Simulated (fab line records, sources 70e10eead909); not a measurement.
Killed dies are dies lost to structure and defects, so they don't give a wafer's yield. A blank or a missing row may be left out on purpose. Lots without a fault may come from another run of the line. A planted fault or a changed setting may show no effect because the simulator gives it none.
Problem report in the 8D (eight disciplines) form, filled by code | flow nand_harc | the parts of the form that need people (team, actions taken, sign-off) are left out

1. THE PROBLEM
killed_at_array at NHARC_END_SORT_01 reads a mean of 673 on 2 wafers of 2 lots; wafers without a fault read 27 with a standard deviation of 10. That is +65 standard deviations from the usual mean.
First seen on wafer L410.4, day 20 16:40, on prober-01. The record holds 9 wafers of 3 lots with a number at this step. Rule for "out", or "out of limits": more than 4 standard deviations from the usual mean. The other wafers with a number count as sound.

2. WHAT IT IS AND WHAT IT IS NOT
question                    | is                           | is not
which readings at this step | killed_at_array, killed_dies | killed_at_other, killed_at_periphery, killed_open, killed_short
which lots                  | L410, L411                   | L420
which wafers of those lots  | L410.4, L411.2               | L410.3, L410.5, L411.3, L411.5
read on which gauges        | prober-01, prober-02         | -
when                        | from day 20 16:40            | up to then (1 sound wafer); but 6 sound wafers of L410, L411, L420 came after

3. SUSPECTS, AND WHAT RULES EACH OUT
Counting: a tool at a process step up to the reading stays a suspect if it ran every lot that is out. Sound lots after the first of them don't rule it out here, since some wafers of a struck lot are sound.
- the gauge at NHARC_END_SORT_01: ruled out. The wafers that are out were read on 2 gauges (prober-01, prober-02).
- acl_dep-01 at NHARC_A_CHANNEL_HOLE_D1_DEP_00 (deposits aC, target thk 3100 nm): kept. It ran every lot that is out, first L410 (day 9 15:36).
Left after counting: acl_dep-01 at NHARC_A_CHANNEL_HOLE_D1_DEP_00.

4. THE CAUSE (what the simulator had put in)
Process parameter drift: acl_dep-01, from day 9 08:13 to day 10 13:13, at NHARC_A_CHANNEL_HOLE_D1_DEP_00. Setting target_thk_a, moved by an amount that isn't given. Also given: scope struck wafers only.
Counting left only this tool.

5. THE CHAIN OF EFFECTS, in route order
Each row: a reading whose mean over the struck wafers that have a number lies more than 3 standard deviations from the usual. Only readings for which the record gives a usual standard deviation are gone through. hours: the time from each lot's start at the first step in this table that gives one to its start at this step, as a median over the lots. sigmas: the change in usual standard deviations.
hours | step              | reading         | usual | on struck wafers | change | sigmas
0     | NHARC_END_SORT_01 | killed_at_array | 27    | 673              | +646   | +65
0     | NHARC_END_SORT_01 | killed_dies     | 30    | 677              | +647   | +65

6. WHAT WOULD HAVE CAUGHT IT SOONER
In this record the first reading out of limits at a measuring or inspecting step was taken at day 20 16:40, 272 hours after the fault began at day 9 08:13.
Of the tool readings at NHARC_A_CHANNEL_HOLE_D1_DEP_00 for which the record gives a usual standard deviation, none was out on any struck wafer, so an alarm limit of 4 standard deviations on them would not have fired.
All the lots that are out (2) had begun NHARC_A_CHANNEL_HOLE_D1_DEP_00 on acl_dep-01 by day 20 16:40. A hold on the tool at that time would have spared none of them.
